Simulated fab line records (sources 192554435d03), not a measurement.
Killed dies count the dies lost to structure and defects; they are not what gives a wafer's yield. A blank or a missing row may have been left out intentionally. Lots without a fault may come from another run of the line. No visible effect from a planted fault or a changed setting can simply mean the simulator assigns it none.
Chamber matching | flow n5Finfet | 3 sister chambers for N5_BEOL_M2_PECVD_72 on pecvd-01
The step deposits SiO2 from TEOS/O2, target thk 16 nm, time 18 s. 3 wafers are shown with their chamber, then 11 later ones without.

== WAFERS WITH THEIR CHAMBER ==
wafer  | chamber | throttleValvePct (%)
L088.3 | 0       | 21.4
L088.4 | 2       | 23.5
L089.4 | 1       | 22.4

== WAFERS WHOSE CHAMBER IS MISSING ==
wafer  | throttleValvePct (%)
L089.5 | 23.5
L089.6 | 21.3
L092.1 | 21.5
L092.2 | 22.6
L092.3 | 23.7
L096.2 | 23.6
L096.3 | 21.5
L096.4 | 21.4
L097.1 | 21.5
L097.3 | 23.8
L097.6 | 21.4

== WHICH CHAMBER EACH ONE RAN IN ==
wafer  | from the rows above | in truth
L089.5 | 2                   | 2
L089.6 | 0                   | 0
L092.1 | 0                   | 0
L092.2 | 1                   | 1
L092.3 | 2                   | 2
L096.2 | 2                   | 2
L096.3 | 0                   | 0
L096.4 | 0                   | 0
L097.1 | 0                   | 0
L097.3 | 2                   | 2
L097.6 | 0                   | 0
11 of 11 placed correctly. Left unplaced by these rows: 0. Wrongly placed: 0.
How it was worked out, from the rows above alone: a wafer's distance from a chamber is the root of the sum, over the readings, of the square of ((its reading less the chamber's mean) divided by the reading's scatter). The wafer belongs to the nearest chamber; if the next one is less than 2 further off, it can't be placed. A chamber's mean is the mean of its shown wafers. The scatter: root of mean squared gap, hidden wafer to nearest shown wafer, with one shown wafer a chamber.
